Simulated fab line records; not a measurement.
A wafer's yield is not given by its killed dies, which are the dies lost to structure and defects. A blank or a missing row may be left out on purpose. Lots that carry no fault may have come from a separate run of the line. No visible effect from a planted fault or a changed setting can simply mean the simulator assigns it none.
Which tool did it?	flow n5 finfet	24 lots, 72 wafers sampled, at 6 steps of a route of 1938

== WHAT THE GAUGES SHOWED, per wafer ==
The record lacks any reading of a measuring or inspecting step that a usual standard deviation could be used to judge.

== WHAT TOOL EACH LOT RAN ON (gives the tool, then ch and the chambers of the sampled wafers, and finally the start) ==
lot	N5_GATE_CUT_VAPOR_ETCH_60	N5_GATE_CUT_CUT_ETCH_55	N5_MOL_CONTACT_COAG_STRIP_98	N5_MOL_CONTACT_COAG_PRE_CLEAN_141	N5_MOL_CONTACT_COAG_PRE_CLEAN_142	N5_MOL_CONTACT_COAG_SPUTTER_130
L074	rie metal-01 ch 0, day 4 10:54	rie metal-01 ch 0, day 4 15:07	rie diel-04 ch 0,1,2, day 4 19:04	pvd sputter-03, day 4 20:41	pvd sputter-02, day 4 23:15	pvd sputter-02, day 4 23:19
L075	rie metal-03 ch 0,1, day 4 22:02	rie metal-01 ch 0,1, day 5 03:07	rie diel-04 ch 1,3, day 5 07:37	pvd sputter-02, day 5 11:32	pvd sputter-03, day 5 14:34	pvd sputter-03, day 5 14:37
L076	rie metal-01 ch 0,1, day 4 22:04	rie metal-03 ch 1, day 5 04:50	rie diel-01 ch 1,3, day 5 08:46	pvd sputter-01, day 5 13:55	pvd sputter-02, day 5 16:47	pvd sputter-02, day 5 16:50
L077	rie metal-03 ch 0,1, day 5 02:46	rie metal-02 ch 0, day 5 07:28	rie diel-04 ch 2,3, day 5 11:20	pvd sputter-03, day 5 14:48	pvd sputter-02, day 5 17:29	pvd sputter-02, day 5 17:32
L078	rie metal-03 ch 0,1, day 5 10:25	rie metal-03 ch 0,1, day 5 14:45	rie diel-04 ch 0,1, day 5 18:28	pvd sputter-03, day 5 21:10	pvd sputter-01, day 5 23:13	pvd sputter-01, day 5 23:16
L079	rie metal-01 ch 0,1, day 5 19:23	rie metal-03 ch 0,1, day 5 23:42	rie diel-04 ch 1,3, day 6 03:24	pvd sputter-01, day 6 05:48	pvd sputter-01, day 6 08:55	pvd sputter-01, day 6 08:58
L080	rie metal-02 ch 0,1, day 5 23:56	rie metal-01 ch 0,1, day 6 03:53	rie diel-01 ch 1,2,3, day 6 07:37	pvd sputter-01, day 6 09:59	pvd sputter-01, day 6 13:07	pvd sputter-01, day 6 13:10
L081	rie metal-03 ch 0,1, day 6 06:25	rie metal-02 ch 0,1, day 6 10:30	rie diel-01 ch 0,1,3, day 6 14:16	pvd sputter-01, day 6 18:15	pvd sputter-02, day 6 20:19	pvd sputter-02, day 6 20:22
L082	rie metal-02 ch 0,1, day 6 16:31	rie metal-02 ch 0,1, day 6 20:37	rie diel-03 ch 2,3, day 7 00:21	pvd sputter-01, day 7 03:07	pvd sputter-01, day 7 07:06	pvd sputter-01, day 7 07:10
L083	rie metal-03 ch 1, day 6 18:12	rie metal-03 ch 0, day 6 22:45	rie diel-01 ch 0,1, day 7 02:49	pvd sputter-03, day 7 04:17	pvd sputter-01, day 7 07:16	pvd sputter-01, day 7 07:19
L084	rie metal-01 ch 0, day 7 01:19	rie metal-01 ch 0,1, day 7 05:23	rie diel-03 ch 0,3, day 7 09:19	pvd sputter-01, day 7 12:43	pvd sputter-01, day 7 14:49	pvd sputter-01, day 7 14:53
L085	rie metal-01 ch 0,1, day 7 10:21	rie metal-03 ch 0,1, day 7 14:18	rie diel-01 ch 0,2,3, day 7 18:06	pvd sputter-01, day 7 22:20	pvd sputter-02, day 8 03:35	pvd sputter-02, day 8 03:38
L086	rie metal-02 ch 0,1, day 7 12:10	rie metal-03 ch 0,1, day 7 17:25	rie diel-03 ch 0,1,3, day 7 22:10	pvd sputter-01, day 8 03:35	pvd sputter-02, day 8 06:01	pvd sputter-02, day 8 06:05
L087	rie metal-01 ch 0,1, day 7 17:02	rie metal-03 ch 0,1, day 7 21:35	rie diel-04 ch 0,2, day 8 01:33	pvd sputter-03, day 8 04:41	pvd sputter-01, day 8 09:18	pvd sputter-01, day 8 09:22
L088	rie metal-01 ch 0,1, day 8 00:28	rie metal-01 ch 0,1, day 8 06:01	rie diel-01 ch 0,1,2, day 8 10:08	pvd sputter-02, day 8 11:35	pvd sputter-02, day 8 14:22	pvd sputter-02, day 8 14:26
L089	rie metal-01 ch 0,1, day 8 05:20	rie metal-01 ch 0,1, day 8 09:37	rie diel-01 ch 0,1,3, day 8 13:20	pvd sputter-01, day 8 16:16	pvd sputter-01, day 8 19:50	pvd sputter-01, day 8 19:54
L090	rie metal-01 ch 0,1, day 8 10:22	rie metal-01 ch 0,1, day 8 15:37	rie diel-04 ch 1,2, day 8 19:20	pvd sputter-03, day 8 23:00	pvd sputter-03, day 9 02:43	pvd sputter-03, day 9 02:47
L091	rie metal-03 ch 0,1, day 8 14:20	rie metal-02 ch 0,1, day 8 18:24	rie diel-03 ch 0,2, day 8 22:40	pvd sputter-02, day 9 00:35	pvd sputter-03, day 9 03:31	pvd sputter-03, day 9 03:35
L092	rie metal-03 ch 0,1, day 8 22:51	rie metal-01 ch 0,1, day 9 02:58	rie diel-01 ch 1,3, day 9 07:00	pvd sputter-02, day 9 09:24	pvd sputter-02, day 9 13:19	pvd sputter-02, day 9 13:23
L093	rie metal-01 ch 0, day 9 05:57	rie metal-02 ch 0,1, day 9 10:31	rie diel-03 ch 0,1, day 9 14:10	pvd sputter-02, day 9 17:54	pvd sputter-02, day 9 20:07	pvd sputter-02, day 9 20:11
L094	rie metal-01 ch 0,1, day 9 12:28	rie metal-02 ch 0,1, day 9 16:31	rie diel-01 ch 0,1,2, day 9 21:01	pvd sputter-03, day 9 23:38	pvd sputter-02, day 10 01:56	pvd sputter-02, day 10 01:59
L095	rie metal-03 ch 0,1, day 9 15:36	rie metal-03 ch 0,1, day 9 19:56	rie diel-01 ch 2,3, day 10 00:23	pvd sputter-03, day 10 03:51	pvd sputter-01, day 10 07:11	pvd sputter-01, day 10 07:14
L096	rie metal-02 ch 0,1, day 10 03:44	rie metal-02 ch 0,1, day 10 07:50	rie diel-04 ch 0,1,2, day 10 11:54	pvd sputter-01, day 10 15:15	pvd sputter-01, day 10 17:35	pvd sputter-01, day 10 17:39
L097	rie metal-01 ch 0, day 10 05:11	rie metal-01 ch 0, day 10 10:19	rie diel-04 ch 0,1,2, day 10 14:11	pvd sputter-03, day 10 16:14	pvd sputter-02, day 10 18:52	pvd sputter-02, day 10 18:56
- N5_GATE_CUT_VAPOR_ETCH_60: etches HfO2 in BCl3/Cl2.
- N5_GATE_CUT_CUT_ETCH_55: etches HfO2 in BCl3, target depth 3.2 nm.
- N5_MOL_CONTACT_COAG_STRIP_98: strips in N2/H2.
- N5_MOL_CONTACT_COAG_PRE_CLEAN_141: time 60 s.
- N5_MOL_CONTACT_COAG_PRE_CLEAN_142: time 60 s.
- N5_MOL_CONTACT_COAG_SPUTTER_130: material Co, target thk 47.5 nm.

== WHAT THE TOOLS THEMSELVES READ (means of the sampled wafers that have a number; where no wafer has one, the mark that the record gives instead) ==
N5_GATE_CUT_VAPOR_ETCH_60. Usual: drypump motor current A 5.2 A, standard deviation 0.36; oes product au 0.74 a.u., standard deviation 0.14.
lot	tool	drypump motor current A (A)	oes product au (a.u.)	flag
L074	rie metal-01	4.8	0.61	
L075	rie metal-03	5.1	0.91	
L076	rie metal-01	5.1	0.60	
L077	rie metal-03	5.1	0.91	
L078	rie metal-03	5.1	0.91	
L079	rie metal-01	5.1	0.59	
L080	rie metal-02	5.6	0.86	
L081	rie metal-03	5.1	0.90	
L082	rie metal-02	5.4	0.89	
L083	rie metal-03	5.4	0.83	
L084	rie metal-01	4.8	0.59	
L085	rie metal-01	5.1	0.60	
L086	rie metal-02	5.6	0.84	
L087	rie metal-01	5.3	0.60	
L088	rie metal-01	5.3	0.60	
L089	rie metal-01	5.1	0.59	
L090	rie metal-01	5.1	0.60	
L091	rie metal-03	5.1	0.87	
L092	rie metal-03	5.1	0.86	
L093	rie metal-01	4.8	0.59	
L094	rie metal-01	5.1	0.59	
L095	rie metal-03	5.3	0.84	
L096	rie metal-02	5.4	0.86	
L097	rie metal-01	4.8	0.58	

N5_GATE_CUT_CUT_ETCH_55. Usual: drypump motor current A 5.3 A, standard deviation 0.39; oes product au 0.76 a.u., standard deviation 0.13; throttle valve pct 33.2 %, standard deviation 0.47.
lot	tool	drypump motor current A (A)	oes product au (a.u.)	throttle valve pct (%)	flag
L074	rie metal-01	4.8	0.60	33.6	
L075	rie metal-01	5.3	0.61	33.7	
L076	rie metal-03	5.4	0.84	33.2	
L077	rie metal-02	5.9	0.82	32.4	
L078	rie metal-03	5.3	0.88	33.1	
L079	rie metal-03	5.1	0.90	33.0	
L080	rie metal-01	5.1	0.60	33.7	
L081	rie metal-02	5.6	0.86	32.7	
L082	rie metal-02	5.6	0.85	32.7	
L083	rie metal-03	5.0	0.92	33.0	
L084	rie metal-01	5.0	0.59	33.7	
L085	rie metal-03	5.3	0.85	33.1	
L086	rie metal-03	5.3	0.84	33.1	
L087	rie metal-03	5.3	0.85	33.1	
L088	rie metal-01	5.1	0.60	33.7	
L089	rie metal-01	5.1	0.60	33.7	
L090	rie metal-01	5.3	0.60	33.7	
L091	rie metal-02	5.4	0.88	33.1	
L092	rie metal-01	5.1	0.60	33.7	
L093	rie metal-02	5.4	0.87	33.1	
L094	rie metal-02	5.6	0.83	32.7	
L095	rie metal-03	5.1	0.85	33.1	
L096	rie metal-02	5.6	0.82	32.7	
L097	rie metal-01	4.8	0.58	33.6	

N5_MOL_CONTACT_COAG_STRIP_98. Usual: drypump motor current A 6.0 A, standard deviation 0.46; oes product au 0.79 a.u., standard deviation 0.1; rf vpp V 54.1 V, standard deviation 1.4; showerhead plenum p Torr 3.31 Torr, standard deviation 0.1; throttle valve pct 19.0 %, standard deviation 0.47.
lot	tool	drypump motor current A (A)	oes product au (a.u.)	rf vpp V (V)	showerhead plenum p Torr (Torr)	throttle valve pct (%)	flag
L074	rie diel-04	6.0	0.74	55.6	3.36	19.3	
L075	rie diel-04	6.0	0.69	53.1	3.37	19.0	
L076	rie diel-01	5.9	1.00	53.7	3.29	18.5	
L077	rie diel-04	5.3	0.72	54.9	3.19	18.8	
L078	rie diel-04	6.1	0.75	54.1	3.41	19.4	
L079	rie diel-04	6.0	0.69	53.0	3.37	19.0	
L080	rie diel-01	6.1	0.90	54.1	3.27	18.8	
L081	rie diel-01	6.1	0.87	54.6	3.34	18.6	
L082	rie diel-03	5.7	0.76	53.7	3.33	18.9	
L083	rie diel-01	6.0	0.87	53.0	3.35	18.8	
L084	rie diel-03	5.9	0.70	55.7	3.31	19.1	
L085	rie diel-01	6.3	0.81	54.3	3.32	19.0	
L086	rie diel-03	5.9	0.70	54.7	3.38	19.1	
L087	rie diel-04	5.7	0.74	53.7	3.26	19.4	
L088	rie diel-01	6.3	0.80	53.2	3.32	19.2	
L089	rie diel-01	6.1	0.84	53.3	3.34	18.6	
L090	rie diel-04	6.1	0.87	54.6	3.37	18.9	
L091	rie diel-03	5.4	0.75	53.4	3.23	18.8	
L092	rie diel-01	5.8	0.91	52.4	3.28	18.5	
L093	rie diel-03	5.3	0.89	54.9	3.37	18.7	
L094	rie diel-01	6.3	0.79	53.9	3.32	19.2	
L095	rie diel-01	6.4	0.81	53.1	3.23	19.2	
L096	rie diel-04	6.0	0.78	54.7	3.33	19.2	
L097	rie diel-04	6.0	0.78	55.3	3.33	19.2	

N5_MOL_CONTACT_COAG_PRE_CLEAN_141. Usual: heater power w 436 W, standard deviation 51.
lot	tool	heater power w (W)	flag
L074	pvd sputter-03	423	
L075	pvd sputter-02	459	
L076	pvd sputter-01	420	
L077	pvd sputter-03	376	
L078	pvd sputter-03	388	
L079	pvd sputter-01	449	
L080	pvd sputter-01	461	
L081	pvd sputter-01	463	
L082	pvd sputter-01	466	
L083	pvd sputter-03	392	
L084	pvd sputter-01	495	
L085	pvd sputter-01	479	
L086	pvd sputter-01	469	
L087	pvd sputter-03	369	
L088	pvd sputter-02	463	
L089	pvd sputter-01	476	
L090	pvd sputter-03	384	
L091	pvd sputter-02	412	
L092	pvd sputter-02	414	
L093	pvd sputter-02	469	
L094	pvd sputter-03	388	
L095	pvd sputter-03	383	
L096	pvd sputter-01	488	
L097	pvd sputter-03	417	

N5_MOL_CONTACT_COAG_PRE_CLEAN_142. Usual: heater power w 447 W, standard deviation 52.
lot	tool	heater power w (W)	flag
L074	pvd sputter-02	415	
L075	pvd sputter-03	424	
L076	pvd sputter-02	460	
L077	pvd sputter-02	491	
L078	pvd sputter-01	456	
L079	pvd sputter-01	470	
L080	pvd sputter-01	464	
L081	pvd sputter-02	464	
L082	pvd sputter-01	477	
L083	pvd sputter-01	481	
L084	pvd sputter-01	487	
L085	pvd sputter-02	466	
L086	pvd sputter-02	459	
L087	pvd sputter-01	458	
L088	pvd sputter-02	412	
L089	pvd sputter-01	477	
L090	pvd sputter-03	423	
L091	pvd sputter-03	454	
L092	pvd sputter-02	466	
L093	pvd sputter-02	439	
L094	pvd sputter-02	415	
L095	pvd sputter-01	454	
L096	pvd sputter-01	419	
L097	pvd sputter-02	477	

N5_MOL_CONTACT_COAG_SPUTTER_130. Usual: throttle valve pct 30.0 %, standard deviation 1.2.
lot	tool	throttle valve pct (%)	flag
L074	pvd sputter-02	30.3	
L075	pvd sputter-03	30.0	
L076	pvd sputter-02	30.0	
L077	pvd sputter-02	29.9	
L078	pvd sputter-01	29.5	
L079	pvd sputter-01	29.3	
L080	pvd sputter-01	29.4	
L081	pvd sputter-02	30.6	
L082	pvd sputter-01	29.7	
L083	pvd sputter-01	28.5	
L084	pvd sputter-01	28.4	
L085	pvd sputter-02	29.9	
L086	pvd sputter-02	30.5	
L087	pvd sputter-01	29.5	
L088	pvd sputter-02	30.0	
L089	pvd sputter-01	30.1	
L090	pvd sputter-03	29.8	
L091	pvd sputter-03	29.2	
L092	pvd sputter-02	30.6	
L093	pvd sputter-02	30.7	
L094	pvd sputter-02	30.6	
L095	pvd sputter-01	29.5	
L096	pvd sputter-01	30.8	
L097	pvd sputter-02	29.8	

== THE ANSWER, worked out from the rows above alone ==
Rule: lot off if the mean of its wafers having a number is beyond 3 standard deviations from the usual mean. Also off: a lot with no number at a reading for which 4 or more lots have one. Any other lot the step has rows for is counted as sound. The gauges are gone through in route order, then the tools' own readings, and for those a lot's mean is taken as printed above. The first step at which some lot is off is used, and at that step the reading that is off furthest; a lot without a number counts as furthest.
No lot is off on any of the readings shown, so nothing can be concluded from this.

== WHAT THE SIMULATOR PUT IN ==
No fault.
